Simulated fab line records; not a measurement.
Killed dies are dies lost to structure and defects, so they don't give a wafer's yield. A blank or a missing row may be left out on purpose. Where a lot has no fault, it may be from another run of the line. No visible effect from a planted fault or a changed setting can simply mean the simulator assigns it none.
fab line records -- flow nand-harc
[record] lots = 5, wafers = 15, last-day = 32
route steps=1302 shown P_M1@287 END@1302
lots with no fault: from the same line, run without faults
start-h: hours from the record's first day to the start of the lot's first wafer shown -- wait-h: hours elapsed since this lot's preceding step -- " same as the row above -- L1.1+2: a single row standing in for several wafers -- - either no value or no given start -- * or withheld: withheld -- < > ~ a bound
route shown NAME@n: names a module that has steps shown in the file, with the first one's number in the route -- usual: mean/standard deviation taken from wafers without a fault -- same: alike in all rows -- chamber/n: place in a boat -- sites: per-site readings -- _std_site: standard deviation of those values -- _edge_site: inner sites' mean taken away from outer sites' mean -- radius-mm: for every site, how far away it sits from the centre of the wafer -- mask NAME#n: copy n -- behind: the tool/chamber that last shaped the wafer -- hold: why the lot went on hold/how many hours it stayed there/how the hold came to an end -- device: the n, p or np transistor that did not switch -- end of line: the same wafers' tests at the end of the route -- a step with no rows: only its recipe -- killed: dies that structure and defects cost at the first sort, which is not the same as the wafer's yield -- map: a wafer's dies, marking killed ones x, the rest . and places with no die _
set.NAME: the setting as run; set.NAME@STEP: as run at that earlier step -- model.NAME: the simulator's own value behind a step, which no gauge read
lots seen at some steps along the route; tables by step, rows by wafer
services: the hour from which a tool's chamber was out of use, counted from the record's first day as start-h (under 0 if before that day), plus the number of hours and why
[[steps]]
[step NHARC_P_M1_HMDS_02]
[recipe] time-s = 30
[step NHARC_P_M1_COAT_34]
[recipe] temp-c = 200, time-s = 65
[step NHARC_P_M1_COAT_03]
[recipe] spin-rpm = 1500, resist-thk-nm = 90
[step NHARC_P_M1_SOFTBAKE_04]
[recipe] temp-c = 105, time-s = 55
[step NHARC_P_M1_EBR_05]
[step NHARC_P_M1_EXPOSE_06]
[recipe] na = 1.35, target-cd-nm = 130, dose-mj = 81.88, mask-id = P_M1
[step NHARC_P_M1_PEB_07]
[recipe] peb-temp-c = 100, peb-time-s = 65
[step NHARC_P_M1_DEVELOP_08]
[recipe] develop-time-s = 35, dev-temp-c = 23
[step NHARC_P_M1_CD_MEAS_09]
[recipe] target-cd-nm = 130, landing-energy-ev = 500
[usual] cd-nm = 130.1/0.62
lot.wafer,tool,chamber,start-h,wait-h,cd-nm
L393.1,cd-sem-03,0,129.76,-,129.8
L393.3,cd-sem-03,0,129.76,-,129.7
L393.6,cd-sem-03,0,129.76,-,130.9
L401.1,cd-sem-03,0,213.08,-,130.6
L401.3,cd-sem-03,0,213.08,-,130.9
L401.4,cd-sem-03,0,213.08,-,129.6
L402.2,cd-sem-03,0,231.15,-,130.5
L402.3,cd-sem-03,0,231.15,-,129.1
L402.5,cd-sem-03,0,231.15,-,130.0
L404.1,cd-sem-03,0,249.40,-,130.8
L404.3,cd-sem-03,0,249.40,-,130.4
L404.4,cd-sem-03,0,249.40,-,130.4
L411.1,cd-sem-01,0,320.50,-,130.2
L411.2,cd-sem-01,0,320.50,-,130.6
L411.3,cd-sem-01,0,320.50,-,129.7
[step NHARC_P_M1_OVL_MEAS_10]
[recipe] pitch-nm = 260
[usual] overlay-x-nm = 0.2/0.95, overlay-y-nm = 0.0/1
lot.wafer,tool,chamber,start-h,wait-h,overlay-x-nm,overlay-y-nm
L393.1,overlay-01,-,129.85,-,0.5,-1.1
L393.3,overlay-01,-,129.85,-,0.8,-1.5
L393.6,overlay-01,-,129.85,-,0.5,-1.1
L401.1,overlay-01,-,213.17,-,0.6,-0.2
L401.3,overlay-01,-,213.17,-,0.8,-0.4
L401.4,overlay-01,-,213.17,-,0.5,-0.4
L402.2,overlay-01,-,231.23,-,-1.3,1.0
L402.3,overlay-01,-,231.23,-,-1.4,1.1
L402.5,overlay-01,-,231.23,-,-1.3,0.8
L404.1,overlay-02,-,249.49,-,0.5,-1.1
L404.3,overlay-02,-,249.49,-,0.8,-0.7
L404.4,overlay-02,-,249.49,-,0.6,-0.7
L411.1,overlay-01,-,320.59,-,2.0,-0.6
L411.2,overlay-01,-,320.59,-,2.3,-0.3
L411.3,overlay-01,-,320.59,-,2.1,-0.6
[step NHARC_P_M1_INSPECT_11]
[usual] raw-defect-count = 4.4/2.8
lot.wafer,tool,chamber,start-h,wait-h,raw-defect-count
L393.1,defect-inspect-02,-,129.89,0.0,8
L393.3,defect-inspect-02,-,129.89,0.0,2
L393.6,defect-inspect-02,-,129.89,0.0,7
L401.1,defect-inspect-01,-,213.21,0.0,12
L401.3,defect-inspect-01,-,213.21,0.0,7
L401.4,defect-inspect-01,-,213.21,0.0,13
L402.2,defect-inspect-02,-,231.27,0.0,5
L402.3,defect-inspect-02,-,231.27,0.0,2
L402.5,defect-inspect-02,-,231.27,0.0,7
L404.1,defect-inspect-02,-,249.53,0.0,3
L404.3,defect-inspect-02,-,249.53,0.0,4
L404.4,defect-inspect-02,-,249.53,0.0,2
L411.1,defect-inspect-02,-,320.63,0.0,3
L411.2,defect-inspect-02,-,320.63,0.0,2
L411.3,defect-inspect-02,-,320.63,0.0,4
[step NHARC_P_M1_DESCUM_14]
[recipe] time-s = 3, o2-flow-sccm = 200, ar-flow-sccm = 0, bias-power-w = 0, chemistry = O2
[usual] drypump-motor-current-A = 5.5/0.4, oes-product-au = 1.002/0.0083, rf-vpp-V = 57.7/0.92, showerhead-plenum-p-Torr = 1.90/0.09, throttle-valve-pct = 11.311/0.009
[same] time-s = 3
lot.wafer,tool,chamber,start-h,wait-h,drypump-motor-current-A,oes-product-au,rf-hours-counter-h,rf-vpp-V,showerhead-plenum-p-Torr,throttle-valve-pct
L393.1,rie-diel-12,3,129.95,0.1,5.3,0.986,2,57.7,1.79,11.316
L393.3,rie-diel-12,2,129.95,0.1,4.9,1.002,1,57.3,1.96,11.302
L393.6,rie-diel-12,0,129.95,0.1,5.8,0.995,-,57.6,2.01,11.330
L401.4,rie-diel-06,2,213.28,0.1,5.8,1.004,7,58.5,2.03,11.310
L401.3,rie-diel-06,3,213.28,0.1,5.3,1.013,6,56.4,1.93,11.317
L401.1,rie-diel-06,0,213.28,0.1,6.4,0.987,6,56.9,1.78,11.314
L402.2,rie-diel-06,0,231.34,0.1,6.3,0.994,8,57.9,1.78,11.319
L402.3,rie-diel-06,2,231.34,0.1,5.8,1.019,9,58.7,2.03,11.313
L402.5,rie-diel-06,0,231.34,0.1,6.4,0.995,-,56.9,1.78,11.321
L404.1,rie-diel-12,0,249.59,0.1,5.8,0.999,9,59.2,2.01,11.304
L404.3,rie-diel-12,2,249.59,0.1,4.8,0.997,8,57.4,1.96,11.313
L404.4,rie-diel-12,3,249.59,0.1,5.3,0.996,9,57.7,1.79,11.305
L411.1,rie-diel-12,3,320.69,0.1,5.3,1.015,3,57.7,1.78,11.286
L411.3,rie-diel-12,0,320.69,0.1,5.8,1.010,3,59.2,2.01,11.298
L411.2,rie-diel-12,2,320.69,0.1,4.8,0.998,3,58.2,1.96,11.316
[step NHARC_P_M1_ETCH_35]
[recipe] target-depth-a = 400, overetch-a = 120, time-s = 43.94, ion-energy-ev = 200, n2-flow-sccm = 150, h2-flow-sccm = 150, ar-flow-sccm = 0, rf-w = 400, bias-w = 150, chemistry = N2/H2
[usual] drypump-motor-current-A = 5.5/0.41, oes-product-au = 1.001/0.0082, rf-vpp-V = 430.2/3, run-length-s = 65.4/0.52, showerhead-plenum-p-Torr = 2.03/0.097, throttle-valve-pct = 14.171/0.0092
lot.wafer,tool,chamber,start-h,wait-h,drypump-motor-current-A,oes-product-au,rf-hours-counter-h,rf-vpp-V,run-length-s,showerhead-plenum-p-Torr,throttle-valve-pct
L393.1,rie-diel-12,2,130.05,0.1,4.8,1.006,1,432.4,64.5,2.09,14.169
L393.3,rie-diel-12,0,130.05,0.1,5.8,1.006,3,433.2,65.8,2.15,14.171
L393.6,rie-diel-12,3,130.05,0.1,5.3,1.000,-,426.0,65.4,1.90,14.170
L401.3,rie-diel-06,2,213.36,0.1,5.8,0.996,7,435.3,65.2,2.17,14.169
L401.1,rie-diel-06,0,213.36,0.1,6.4,0.989,6,424.6,65.7,1.89,14.171
L401.4,rie-diel-06,1,213.36,0.1,5.5,1.016,7,424.8,65.5,1.89,14.166
L402.2,rie-diel-06,3,231.41,0.1,5.3,1.015,8,429.3,65.9,2.05,14.162
L402.3,rie-diel-06,1,231.41,0.1,5.6,1.008,9,427.6,65.2,1.89,14.180
L402.5,rie-diel-06,3,231.41,0.1,5.3,1.018,-,431.1,65.7,2.05,14.170
L404.3,rie-diel-12,0,249.67,0.1,5.8,1.002,9,433.9,65.6,2.14,14.164
L404.1,rie-diel-12,1,249.67,0.1,5.5,1.002,8,429.8,65.6,2.01,14.180
L404.4,rie-diel-12,3,249.67,0.1,5.3,1.006,9,426.0,65.5,1.90,14.172
L411.1,rie-diel-12,0,320.78,0.1,5.8,1.006,3,434.4,53.7,2.14,14.145
L411.3,rie-diel-12,1,320.78,0.1,5.5,1.001,1,428.6,65.9,2.01,14.166
L411.2,rie-diel-12,2,320.78,0.1,4.9,1.002,3,431.1,52.7,2.09,14.186
[step NHARC_P_M1_ETCH_15]
[recipe] target-depth-a = 1825, time-s = 91.2, c4f8-flow-sccm = withheld, ar-flow-sccm = 400, rf-w = 600, bias-w = 300, chemistry = C4F8/Ar
[usual] oes-product-au = 0.955/0.022, rf-vpp-V = 440.7/2.7, run-length-s = 112.7/0.56
[same] time-s = 91.2
lot.wafer,tool,chamber,start-h,wait-h,oes-product-au,rf-hours-counter-h,rf-vpp-V,run-length-s
L393.3,rie-diel-12,2,-,-,0.959,1,442.1,111.7
L393.1,rie-diel-12,0,-,-,0.955,3,442.6,113.0
L393.6,rie-diel-12,0,-,-,0.957,-,443.1,113.1
L401.1,rie-diel-06,0,-,-,0.927,6,437.4,113.7
L401.3,rie-diel-06,1,-,-,0.936,7,436.8,112.6
L401.4,rie-diel-06,2,-,-,0.936,7,445.0,112.4
L402.2,rie-diel-06,0,-,-,0.943,8,436.8,113.4
L402.3,rie-diel-06,1,-,-,0.988,9,437.2,112.9
L402.5,rie-diel-06,3,-,-,0.971,-,442.1,113.6
L404.4,rie-diel-12,1,-,-,0.929,8,439.6,112.9
L404.1,rie-diel-12,3,-,-,0.921,9,437.6,112.7
L404.3,rie-diel-12,0,-,-,0.924,9,443.8,113.5
L411.3,rie-diel-12,0,-,-,0.964,3,442.2,113.0
L411.2,rie-diel-12,1,-,-,0.977,1,441.7,113.1
L411.1,rie-diel-12,2,-,-,0.981,3,442.9,111.9
[step NHARC_END_SORT_01]
[recipe] temp-c = 25
[usual] defect-limited-yield = 91.0/2.8, killed-at-array = 56/18, killed-at-other = 1.4/1.5, killed-at-periphery = 4/3.1, killed-dies = 61/19, killed-open = 3.5/1.8, killed-short = 2.4/1.4
[same] gross-dies = 677
lot.wafer,tool,chamber,start-h,wait-h,defect-limited-yield[%],killed-at-array,killed-at-other,killed-at-periphery,killed-dies,killed-open,killed-short
L393.1,prober-01,0,561.35,2.5,96.8,18,0,4,22,4,3
L393.3,prober-01,0,562.95,3.1,95.9,27,1,0,28,2,2
L393.6,prober-01,0,565.35,4.0,96.3,21,0,4,25,2,2
L402.2,prober-01,0,701.83,2.8,87.4,76,0,9,85,3,3
L402.3,prober-01,0,702.62,3.0,84.8,96,2,5,103,2,4
L402.5,prober-01,0,704.19,3.6,90.3,57,0,9,66,2,1
L411.1,prober-01,0,761.71,2.5,95.4,31,0,0,31,4,3
L411.2,prober-01,0,762.52,2.8,95.0,34,0,0,34,0,5
L411.3,prober-01,0,763.33,3.1,95.3,30,0,2,32,4,3
// killed by level:class
L393.1 A_STAIRCASE:chamber-film-flake=6 P_ZERO_WELL:chamber-film-flake=3 A_CHANNEL_HOLE_D2:chamber-film-flake=3 A_CHANNEL_HOLE_D1:chamber-film-flake=2 P_CONTACT:geometric-particle:open=1 A_ONON_D1:geometric-particle:short=1 A_CHANNEL_FILL_D1:geometric-particle:short=1 A_CHANNEL_HOLE_D2:geometric-particle:open=1
L393.3 A_CHANNEL_HOLE_D2:chamber-film-flake=8 A_CHANNEL_HOLE_D1:chamber-film-flake=5 A_STAIRCASE:chamber-film-flake=3 A_WL_FILL:chamber-film-flake=3 A_DECK1_JOINT:geometric-particle:open=2 A_CONTACT:chamber-film-flake=2 A_CHANNEL_FILL_D1:geometric-particle:short=1 A_CHANNEL_HOLE_D2:geometric-particle:short=1
L393.6 A_STAIRCASE:chamber-film-flake=7 A_CHANNEL_HOLE_D2:chamber-film-flake=4 P_M0:chamber-film-flake=3 A_CHANNEL_HOLE_D1:chamber-film-flake=3 A_WL_FILL:chamber-film-flake=2 A_ONON_D2:geometric-particle:open=1 A_CHANNEL_HOLE_D2:geometric-particle:open=1 A_SGD_CUT:geometric-particle:short=1
L402.2 A_CHANNEL_HOLE_D1:chamber-film-flake=23 A_SLIT:chamber-film-flake=23 A_CHANNEL_HOLE_D2:chamber-film-flake=19 P_BONDPAD:chamber-film-flake=6 A_CONTACT:chamber-film-flake=5 P_M0:geometric-particle:short=1 P_M0:geometric-particle:open=1 A_ONON_D1:geometric-particle:open=1
L402.3 A_CHANNEL_HOLE_D1:chamber-film-flake=36 A_SLIT:chamber-film-flake=28 A_CONTACT:chamber-film-flake=13 A_CHANNEL_HOLE_D2:chamber-film-flake=10 P_BONDPAD:chamber-film-flake=4 A_WL_FILL:geometric-particle:short=2 P_CONTACT:geometric-particle:open=1 A_ONON_D1:geometric-particle:open=1
L402.5 A_CHANNEL_HOLE_D1:chamber-film-flake=22 A_SLIT:chamber-film-flake=14 A_CHANNEL_HOLE_D2:chamber-film-flake=12 A_CONTACT:chamber-film-flake=4 P_BONDPAD:chamber-film-flake=3 P_GATE:chamber-film-flake=2 P_CONTACT:geometric-particle:open=1 P_M0:geometric-particle:open=1
L411.1 A_CHANNEL_HOLE_D1:chamber-film-flake=11 A_SLIT:chamber-film-flake=6 A_STAIRCASE:chamber-film-flake=3 A_ONON_D1:geometric-particle:open=1 A_CHANNEL_HOLE_D1:geometric-particle:open=1 A_ONON_D2:geometric-particle:short=1 A_CHANNEL_HOLE_D2:geometric-particle:short=1 A_WL_FILL:geometric-particle:short=1
L411.2 A_CHANNEL_HOLE_D1:chamber-film-flake=17 A_SLIT:chamber-film-flake=5 A_ONON_D1:geometric-particle:short=2 A_CHANNEL_FILL_D1:chamber-film-flake=2 A_BONDPAD:chamber-film-flake=2 A_DECK1_JOINT:geometric-particle:short=1 A_ONON_D2:geometric-particle:short=1 A_SGD_CUT:geometric-particle:short=1
L411.3 A_CHANNEL_HOLE_D1:chamber-film-flake=12 A_CONTACT:chamber-film-flake=3 A_BONDPAD:chamber-film-flake=3 A_CHANNEL_HOLE_D2:chamber-film-flake=2 A_SLIT:chamber-film-flake=2 P_M1:geometric-particle:open=1 A_CHANNEL_HOLE_D2:geometric-particle:open=1 A_CHANNEL_FILL_D2:geometric-particle:short=1
[[services]]
tool,chamber,start-h,hours,kind
rie-diel-12,2,110.85,8.3,repair
rie-diel-12,0,124.90,-,clean
rie-diel-12,1,124.90,-,clean
rie-diel-12,2,124.90,-,clean
rie-diel-12,3,124.90,-,clean
rie-diel-12,1,127.38,14.8,repair
rie-diel-06,-,130.20,9.0,pm
rie-diel-12,0,149.40,-,clean
rie-diel-12,1,149.40,-,clean
rie-diel-12,2,149.40,-,clean
rie-diel-12,3,149.40,-,clean
rie-diel-06,0,154.93,4.5,repair
rie-diel-12,0,173.90,-,clean
rie-diel-12,1,173.90,-,clean
rie-diel-12,2,173.90,-,clean
rie-diel-12,3,173.90,-,clean
rie-diel-12,0,198.40,-,clean
rie-diel-12,1,198.40,-,clean
rie-diel-12,2,198.40,-,clean
rie-diel-06,3,199.18,2.7,repair
rie-diel-12,0,233.15,14.6,repair
rie-diel-12,-,268.40,9.0,pm
rie-diel-12,1,280.85,24.9,repair
rie-diel-06,-,307.20,9.0,pm
[[key]]
[first-sign] step = NHARC_P_M1_ETCH_35, reading = run-length-s, direction = down, sigmas = 24, usual = *, struck = *
effect none on later readings
met-at NHARC_P_M1_ETCH_35
struck-wafers L411.1,L411.2
onset-between 249.67 320.78
[fault] kind = process-parameter-drift, tool = rie-diel-12, chamber = -, onset-h = 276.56, steps = NHARC_P_M1_ETCH_35, channel = time-s, offset = *, shape = step, end-h = 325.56, scope = struck-wafers-only, acts-in = *, stated = *
